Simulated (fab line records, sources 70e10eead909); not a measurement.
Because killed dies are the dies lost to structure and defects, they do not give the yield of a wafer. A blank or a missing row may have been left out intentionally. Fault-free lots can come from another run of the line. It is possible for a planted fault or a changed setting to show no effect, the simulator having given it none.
Chamber matching | flow nand harc | 3 sister chambers for NHARC_A_STAIRCASE_DEP_325 on pecvd-04
The step deposits SiO2, target thk 3800 nm. 22 wafers are shown with their chamber, then 11 later ones without.

## WAFERS WITH THEIR CHAMBER
wafer  | chamber | heater power w (W)
L074.2 | 2       | 591
L074.4 | 2       | 522
L074.6 | 1       | 736
L075.4 | 2       | 513
L075.5 | 0       | 686
L075.6 | 1       | 731
L078.3 | 1       | 806
L078.5 | 0       | 671
L078.6 | 1       | 740
L077.3 | 0       | 828
L077.5 | 1       | 738
L077.6 | 0       | 662
L079.1 | 0       | 824
L079.2 | 2       | 606
L079.5 | 2       | 502
L081.1 | 1       | 859
L081.4 | 0       | 672
L081.5 | 2       | 514
L085.1 | 1       | 860
L085.2 | 2       | 636
L085.3 | 0       | 761
L088.1 | 2       | 610

SIGNATURES (averages over the wafers above)
reading        | chamber 0 | chamber 1 | chamber 2 | scatter within a chamber
heater power w | 729.14    | 781.43    | 561.75    | 62.5
Rule: a wafer lies at a distance from a chamber equal to the root of the sum of squares, over the readings, of (its reading less the chamber's mean, divided by the reading's scatter). If the next closest chamber is less than 2 further off than the closest, the wafer can't be placed; otherwise it belongs to the closest. The scatter is the square root of a quotient: the sum, over the shown wafers, of each reading's squared deviation from its chamber's mean, divided by wafers minus chambers.

## WAFERS WHOSE CHAMBER IS MISSING
wafer  | heater power w (W)
L088.3 | 915
L088.5 | 688
L091.2 | 880
L091.3 | 781
L091.5 | 504
L093.2 | 915
L093.4 | 484
L093.5 | 722
L095.1 | 812
L095.3 | 819
L095.5 | 702

## WHICH CHAMBER EACH ONE RAN IN
wafer  | from the rows above          | in truth
L088.3 | can't be placed: 1 or 0      | 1
L088.5 | can't be placed: 0 or 1 or 2 | 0
L091.2 | can't be placed: 1 or 0      | 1
L091.3 | can't be placed: 1 or 0      | 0
L091.5 | 2                            | 2
L093.2 | can't be placed: 1 or 0      | 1
L093.4 | 2                            | 2
L093.5 | can't be placed: 0 or 1      | 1
L095.1 | can't be placed: 1 or 0      | 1
L095.3 | can't be placed: 1 or 0      | 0
L095.5 | can't be placed: 0 or 1 or 2 | 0
Correct placement for 2 of the 11. Not placeable from these rows: 9 (in 9, the candidates include the true chamber). Wrongly placed: 0.
